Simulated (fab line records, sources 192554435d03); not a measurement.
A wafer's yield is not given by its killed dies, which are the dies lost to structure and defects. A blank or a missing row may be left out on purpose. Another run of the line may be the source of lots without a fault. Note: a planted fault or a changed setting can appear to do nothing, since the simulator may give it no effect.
fab line records :: flow n5_finfet
record:
  lots: 4
  wafers: 12
  last_day: 19
route steps=1938 shown BEOL_M15@1819 PASS1_DEP@1831 MIM_BOT@1832 MIM_TOP@1834 MIM_TOP_LITHO@1839 MIM_TOP_ETCH@1851 MIM_BOT_LITHO@1854 MIM_BOT_ETCH@1868
lots that met no fault: from a run of the same line without faults
start_h: start of the lot's first displayed wafer, in hours after the record's first day :: wait_h: how many hours have passed since the lot's step before this one :: " as in the row above :: L1.1+2: a single row standing in for several wafers :: - either no value or no given start :: * or withheld: withheld :: < > ~ a bound
route shown NAME@n: a module of which the file shows steps, and the number in the route of the first :: usual: mean/standard deviation of fault-free wafers :: same: alike in all rows :: chamber/n: place in a boat :: sites: the reading at each site :: _std_site: the standard deviation of these :: _edge_site: outer sites' mean less inner sites' :: radius_mm: for every site, how far away it sits from the centre of the wafer :: mask NAME#n: copy n :: behind: the most recent tool/chamber to have shaped the wafer :: hold: why the lot went on hold/how many hours it stayed there/how the hold came to an end :: device: the transistor (n, p or np) that didn't switch :: end of line: the tests these same wafers got at the end of their route :: where a step has no rows: the recipe by itself :: killed: the dies lost at the first sort to structure and to defects; this is not the yield of the wafer :: map: per-die view of a wafer (x killed, . not killed, _ where there is no die)
set.NAME: the run value of the setting; set.NAME@STEP: its run value at that earlier step :: model.NAME: the simulator's own value behind a step, which no gauge read
lots seen at some steps along the route; tables by step, rows by wafer
services: a tool's chamber out of use, with start hour (start_h, from the record's first day; less than 0 if before it), hours out, and reason
== steps ==
step: N5_BEOL_M15_SPUTTER_43
recipe:
  material: TaN
  target_thk_a: 150
  temp_c: 50
  bias_v: 168.6
  power_w: 15000
  chamber_pressure_pa: 0.12
  time_s: 24.19
step: N5_BEOL_M15_SPUTTER_44
recipe:
  material: Ta
  target_thk_a: 150
  temp_c: 50
  bias_v: 80
  power_w: 15000
  chamber_pressure_pa: 0.07
  time_s: 24.19
step: N5_BEOL_M15_SPUTTER_45
recipe:
  material: Cu
  target_thk_a: 1000
  temp_c: -20
  bias_v: 60
  power_w: 26000
  chamber_pressure_pa: 0.13
  time_s: 16.67
step: N5_BEOL_M15_ECD_47
recipe:
  material: Cu
  target_thk_a: 18600
step: N5_BEOL_M15_ANNEAL_48
recipe:
  temp_c: 225
  time_s: 90
  ambient: N2
step: N5_BEOL_M15_CMP_49
recipe:
  stop_on: SiO2
  t_overpolish_s: 4.9
  down_force_psi: 2
  platen_rpm: 80
  clearing_platen_down_force_psi: 2
  clearing_platen_rpm: 80
  post_cmp_clean: cu_alkaline
  target_thk_nm: 850
  clearing_platen_pad_velocity_m_s: 1.5917
  pad_velocity_m_s: 1.5917
step: N5_BEOL_M15_PRE_CLEAN_52
recipe:
  gas: NH3
  time_s: 15
  temp_c: withheld
  rf_power_w: 300
step: N5_BEOL_M15_DEP_53
recipe:
  material: SiCN
  target_thk_a: 500
  temp_c: withheld
  precursor: 3MS/NH3
  pressure_torr: 3
  rf_w: 675
  time_s: 17.8
step: N5_PASSIVATION_PECVD_00
recipe:
  material: SiO2
  target_thk_a: 2000
  temp_c: 400
  precursor: SiH4/N2O
  pressure_torr: 2.7
  rf_w: 608
  time_s: 11.2
usual:
  heater_power_w: 670/95
  showerhead_plenum_p_Torr: 8.22/0.062
  throttle_valve_pct: 52/3.6
lot.wafer: L553.1
tool: pecvd-04
chamber: 2
start_h: 328.46
wait_h: 0.8
heater_power_w: 668
showerhead_plenum_p_Torr: 8.25
throttle_valve_pct: 50
model.SiO2_of_PASSIVATION_PECVD_00.thk_nm: 200.2

lot.wafer: L553.3
tool: pecvd-04
chamber: 1
start_h: 328.46
wait_h: 0.8
heater_power_w: 629
showerhead_plenum_p_Torr: 8.36
throttle_valve_pct: 48
model.SiO2_of_PASSIVATION_PECVD_00.thk_nm: 197.8

lot.wafer: L553.4
tool: pecvd-04
chamber: 1
start_h: 328.46
wait_h: 0.8
heater_power_w: 628
showerhead_plenum_p_Torr: 8.38
throttle_valve_pct: 48
model.SiO2_of_PASSIVATION_PECVD_00.thk_nm: 201.6

lot.wafer: L552.1
tool: pecvd-04
chamber: 1
start_h: 334.14
wait_h: 0.8
heater_power_w: 750
showerhead_plenum_p_Torr: 8.35
throttle_valve_pct: 48
model.SiO2_of_PASSIVATION_PECVD_00.thk_nm: 196.4

lot.wafer: L552.2
tool: pecvd-04
chamber: 0
start_h: 334.14
wait_h: 0.8
heater_power_w: 652
showerhead_plenum_p_Torr: 8.18
throttle_valve_pct: 55
model.SiO2_of_PASSIVATION_PECVD_00.thk_nm: 200.4

lot.wafer: L552.5
tool: pecvd-04
chamber: 0
start_h: 334.14
wait_h: 0.8
heater_power_w: 639
showerhead_plenum_p_Torr: 8.21
throttle_valve_pct: 55
model.SiO2_of_PASSIVATION_PECVD_00.thk_nm: 261.2

lot.wafer: L558.1
tool: pecvd-04
chamber: 0
start_h: 379.89
wait_h: 0.8
heater_power_w: 689
showerhead_plenum_p_Torr: 8.18
throttle_valve_pct: 55
model.SiO2_of_PASSIVATION_PECVD_00.thk_nm: 202.4

lot.wafer: L558.3
tool: pecvd-04
chamber: 1
start_h: 379.89
wait_h: 0.8
heater_power_w: 760
showerhead_plenum_p_Torr: 8.37
throttle_valve_pct: 48
model.SiO2_of_PASSIVATION_PECVD_00.thk_nm: 259.8

lot.wafer: L558.5
tool: pecvd-04
chamber: 2
start_h: 379.89
wait_h: 0.8
heater_power_w: 572
showerhead_plenum_p_Torr: 8.24
throttle_valve_pct: 50
model.SiO2_of_PASSIVATION_PECVD_00.thk_nm: 262.4

lot.wafer: L563.1
tool: pecvd-04
chamber: 0
start_h: 441.98
wait_h: 0.8
heater_power_w: 616
showerhead_plenum_p_Torr: 8.17
throttle_valve_pct: 56
model.SiO2_of_PASSIVATION_PECVD_00.thk_nm: 198.6

lot.wafer: L563.3
tool: pecvd-04
chamber: 2
start_h: 441.98
wait_h: 0.8
heater_power_w: 600
showerhead_plenum_p_Torr: 8.26
throttle_valve_pct: 51
model.SiO2_of_PASSIVATION_PECVD_00.thk_nm: 199

lot.wafer: L563.5
tool: pecvd-04
chamber: 2
start_h: 441.98
wait_h: 0.8
heater_power_w: 603
showerhead_plenum_p_Torr: 8.24
throttle_valve_pct: 51
model.SiO2_of_PASSIVATION_PECVD_00.thk_nm: 201.2
step: N5_MIM_BOT_DEGAS_01
recipe:
  ambient: vacuum
  temp_c: 300
  time_s: 60
step: N5_MIM_BOT_SPUTTER_00
recipe:
  material: TiN
  target_thk_a: 350
  temp_c: 200
  power_w: 3000
  chamber_pressure_pa: 0.49996
  gas: Ar
  reactive_partial_pa: 0.37997
  time_s: 89.7
step: N5_MIM_TOP_ALD_00
recipe:
  material: Al2O3
  target_thk_a: *
  temp_c: withheld
  ald_precursor_family: TMA
  ald_co_reactant: O3
  pulse_time_s: withheld
  purge_time_s: 3
  co_reactant_purge_time_s: withheld
  co_reactant_pulse_time_s: 3
  ald_cycles: withheld
step: N5_MIM_TOP_ALD_01
recipe:
  material: HfO2
  target_thk_a: 56
  temp_c: withheld
  ald_precursor_family: Hf-amide
  ald_co_reactant: O3
  pulse_time_s: 1
  purge_time_s: 3
  co_reactant_purge_time_s: 2
  co_reactant_pulse_time_s: 3
  ald_cycles: 62
step: N5_MIM_TOP_ALD_02
recipe:
  material: Al2O3
  target_thk_a: *
  temp_c: withheld
  ald_precursor_family: TMA
  ald_co_reactant: O3
  pulse_time_s: withheld
  purge_time_s: 3
  co_reactant_purge_time_s: withheld
  co_reactant_pulse_time_s: 3
  ald_cycles: withheld
step: N5_MIM_TOP_DEGAS_04
recipe:
  ambient: vacuum
  temp_c: 300
  time_s: 60
step: N5_MIM_TOP_SPUTTER_03
recipe:
  material: TiN
  target_thk_a: 350
  temp_c: 200
  power_w: 3000
  chamber_pressure_pa: 0.49996
  gas: Ar
  reactive_partial_pa: 0.37997
  time_s: 89.7
step: N5_MIM_TOP_LITHO_HMDS_01
recipe:
  time_s: 60
  temp_c: 120
step: N5_MIM_TOP_LITHO_COAT_02
recipe:
  spin_rpm: *
  resist_thk_nm: *
step: N5_MIM_TOP_LITHO_EBR_04
recipe:
  solvent: PGMEA
  ebr_width_mm: 1.5
step: N5_MIM_TOP_LITHO_SOFTBAKE_03
recipe:
  temp_c: 100
  time_s: 90
step: N5_MIM_TOP_LITHO_EXPOSE_05
recipe:
  mask_id: MIM_TOP
  na: 0.55
  source_shape: conventional
  sigma_outer: 0.8
  polarization: unpolarized
  target_cd_nm: 2000
  dose_mj: 20.5
step: N5_MIM_TOP_LITHO_PEB_06
recipe:
  peb_temp_c: withheld
  peb_time_s: *
step: N5_MIM_TOP_LITHO_DEVELOP_07
recipe:
  develop_time_s: 60
  rinse_liquid: diw
  dry: air_spin
  dev_temp_c: 21
step: N5_MIM_TOP_LITHO_HARDBAKE_09
recipe:
  temp_c: 130
  time_s: 120
step: N5_MIM_TOP_LITHO_DESCUM_10
recipe:
  chemistry: O2
  time_s: 7.9
  source_power_w: 50
  bias_power_w: 20
  pressure_mtorr: 20
  rf_frequency_hz: 2.712e+07
  temp_c: 40
  o2_flow_sccm: 225
step: N5_MIM_TOP_ETCH_ETCH_00
recipe:
  chemistry: Cl2/BCl3
  target: TiN
  target_depth_a: 385
  ion_energy_ev: 150
  pressure_mtorr: 10
  icp_w: 1000
  bias_w: 126
  Cl2_flow_sccm: 53.25
  bcl3_flow_sccm: 21.75
  Ar_flow_sccm: 25
step: N5_MIM_TOP_ETCH_STRIP_01
recipe:
  chemistry: O2
  power_w: 600
  temp_c: 60
  pressure_mtorr: 30
  rf_frequency_hz: 6e+07
  bias_power_w: 0
  overash_fraction: 0.5
  o2_flow_sccm: 225
step: N5_MIM_TOP_ETCH_PECVD_03
recipe:
  material: SiNx
  target_thk_a: 200
  temp_c: 400
  precursor: SiH4/NH3/N2
  pressure_torr: 1.5
  rf_w: 300
  time_s: 17.6
step: N5_MIM_BOT_LITHO_HMDS_01
recipe:
  time_s: 60
  temp_c: 120
step: N5_MIM_BOT_LITHO_COAT_02
recipe:
  spin_rpm: *
  resist_thk_nm: *
step: N5_MIM_BOT_LITHO_EBR_04
recipe:
  solvent: PGMEA
  ebr_width_mm: 1.5
step: N5_MIM_BOT_LITHO_SOFTBAKE_03
recipe:
  temp_c: 100
  time_s: 90
step: N5_MIM_BOT_LITHO_EXPOSE_05
recipe:
  mask_id: MIM_BOT
  na: 0.55
  source_shape: conventional
  sigma_outer: 0.8
  polarization: unpolarized
  dose_mj: 24.25
step: N5_MIM_BOT_LITHO_PEB_06
recipe:
  peb_temp_c: withheld
  peb_time_s: *
step: N5_MIM_BOT_LITHO_DEVELOP_07
recipe:
  develop_time_s: 60
  rinse_liquid: diw
  dry: air_spin
  dev_temp_c: 21
step: N5_MIM_BOT_ETCH_ETCH_00
recipe:
  chemistry: Cl2/BCl3
  target: TiN
  target_depth_a: 455
  ion_energy_ev: 150
  pressure_mtorr: 10
  icp_w: 1000
  bias_w: 126
  Cl2_flow_sccm: 53.25
  bcl3_flow_sccm: 21.75
  Ar_flow_sccm: 25
usual:
  chamber_pressure_mTorr: 10.000/0.0089
  drypump_motor_current_A: 5.4/0.47
  mfc_ar_sccm: 25.00/0.074
  oes_product_au: 0.82/0.074
  throttle_valve_pct: 21.82/0.16
lot.wafer: L553.1
tool: rie_metal-03
chamber: 1
start_h: 332.37
wait_h: 0.1
chamber_pressure_mTorr: 10.015
drypump_motor_current_A: 5.4
mfc_ar_sccm: 25.08
oes_product_au: 0.76
rf_hours_counter_h: 51
throttle_valve_pct: 22.05
model.SiO2_of_PASSIVATION_PECVD_00.thk_nm: 197.4

lot.wafer: L553.3
tool: rie_metal-03
chamber: 1
start_h: 332.37
wait_h: 0.1
chamber_pressure_mTorr: 10.005
drypump_motor_current_A: 5.4
mfc_ar_sccm: 25.16
oes_product_au: 0.77
rf_hours_counter_h: -
throttle_valve_pct: 22.04
model.SiO2_of_PASSIVATION_PECVD_00.thk_nm: 195.2

lot.wafer: L553.4
tool: rie_metal-03
chamber: 0
start_h: 332.37
wait_h: 0.1
chamber_pressure_mTorr: 10.013
drypump_motor_current_A: 5.9
mfc_ar_sccm: 24.93
oes_product_au: 0.95
rf_hours_counter_h: -
throttle_valve_pct: 21.52
model.SiO2_of_PASSIVATION_PECVD_00.thk_nm: 199

lot.wafer: L552.1
tool: rie_metal-02
chamber: 1
start_h: 338.95
wait_h: 0.1
chamber_pressure_mTorr: 9.995
drypump_motor_current_A: 5.0
mfc_ar_sccm: 25.05
oes_product_au: 1.01
rf_hours_counter_h: 0
throttle_valve_pct: 21.64
model.SiO2_of_PASSIVATION_PECVD_00.thk_nm: 193.8

lot.wafer: L552.2
tool: rie_metal-02
chamber: 0
start_h: 338.95
wait_h: 0.1
chamber_pressure_mTorr: 9.989
drypump_motor_current_A: 6.1
mfc_ar_sccm: 25.06
oes_product_au: 0.79
rf_hours_counter_h: 38
throttle_valve_pct: 21.94
model.SiO2_of_PASSIVATION_PECVD_00.thk_nm: 198

lot.wafer: L552.5
tool: rie_metal-02
chamber: 1
start_h: 338.95
wait_h: 0.1
chamber_pressure_mTorr: 9.990
drypump_motor_current_A: 5.0
mfc_ar_sccm: 25.03
oes_product_au: 1.01
rf_hours_counter_h: -
throttle_valve_pct: 21.64
model.SiO2_of_PASSIVATION_PECVD_00.thk_nm: 258.6

lot.wafer: L558.1
tool: rie_metal-03
chamber: 1
start_h: 382.72
wait_h: 0.1
chamber_pressure_mTorr: 9.995
drypump_motor_current_A: 5.4
mfc_ar_sccm: 24.93
oes_product_au: 0.75
rf_hours_counter_h: 56
throttle_valve_pct: 22.08
model.SiO2_of_PASSIVATION_PECVD_00.thk_nm: 199.8

lot.wafer: L558.3
tool: rie_metal-03
chamber: 0
start_h: 382.72
wait_h: 0.1
chamber_pressure_mTorr: 9.989
drypump_motor_current_A: 5.9
mfc_ar_sccm: 25.05
oes_product_au: 0.91
rf_hours_counter_h: -
throttle_valve_pct: 21.55
model.SiO2_of_PASSIVATION_PECVD_00.thk_nm: 257.2

lot.wafer: L558.5
tool: rie_metal-03
chamber: 0
start_h: 382.72
wait_h: 0.1
chamber_pressure_mTorr: 10.000
drypump_motor_current_A: 5.9
mfc_ar_sccm: 24.91
oes_product_au: 0.92
rf_hours_counter_h: -
throttle_valve_pct: 21.55
model.SiO2_of_PASSIVATION_PECVD_00.thk_nm: 259.8

lot.wafer: L563.1
tool: rie_metal-01
chamber: 1
start_h: 449.14
wait_h: 0.1
chamber_pressure_mTorr: 10.016
drypump_motor_current_A: 5.0
mfc_ar_sccm: 25.00
oes_product_au: 0.82
rf_hours_counter_h: 21
throttle_valve_pct: 21.79
model.SiO2_of_PASSIVATION_PECVD_00.thk_nm: 196

lot.wafer: L563.3
tool: rie_metal-01
chamber: 0
start_h: 449.14
wait_h: 0.1
chamber_pressure_mTorr: 9.993
drypump_motor_current_A: 5.0
mfc_ar_sccm: 25.00
oes_product_au: 0.76
rf_hours_counter_h: -
throttle_valve_pct: 21.87
model.SiO2_of_PASSIVATION_PECVD_00.thk_nm: 196.6

lot.wafer: L563.5
tool: rie_metal-01
chamber: 0
start_h: 449.14
wait_h: 0.1
chamber_pressure_mTorr: 9.999
drypump_motor_current_A: 5.0
mfc_ar_sccm: 25.10
oes_product_au: 0.75
rf_hours_counter_h: -
throttle_valve_pct: 21.85
model.SiO2_of_PASSIVATION_PECVD_00.thk_nm: 198.8
== services ==
tool: pecvd-04
chamber: -
start_h: 309.82
hours: 0.5
kind: repair

tool: rie_metal-02
chamber: 1
start_h: 318.50
hours: -
kind: clean

tool: rie_metal-02
chamber: 1
start_h: 318.50
hours: 18.8
kind: scheduled_down

tool: rie_metal-02
chamber: 1
start_h: 318.50
hours: 18.8
kind: vent_cycle

tool: rie_metal-02
chamber: -
start_h: 348.74
hours: 14.6
kind: pm

tool: pecvd-04
chamber: 2
start_h: 358.74
hours: 6.5
kind: repair

tool: rie_metal-02
chamber: -
start_h: 431.06
hours: 2.8
kind: pm

tool: pecvd-04
chamber: 1
start_h: 447.73
hours: 5.5
kind: scheduled_down
== key ==
first_sign none at tools or gauges
model_effect:
  step: N5_PASSIVATION_PECVD_00
  value: SiO2_of_PASSIVATION_PECVD_00.thk_nm
  without: 200.9
  struck: 261.1
model_effect:
  step: N5_MIM_BOT_ETCH_ETCH_00
  value: SiO2_of_PASSIVATION_PECVD_00.thk_nm
  without: 198.3
  struck: 258.5
met_at N5_PASSIVATION_PECVD_00
struck_wafers L552.5,L558.3,L558.5
onset_between 328.46 334.14
fault:
  kind: process_parameter_drift
  tool: pecvd-04
  chamber: -
  onset_h: 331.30
  steps: N5_PASSIVATION_PECVD_00
  channel: time_s
  offset: *
  shape: step
  end_h: 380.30
  scope: struck_wafers_only
  acts_in: *
  stated: *
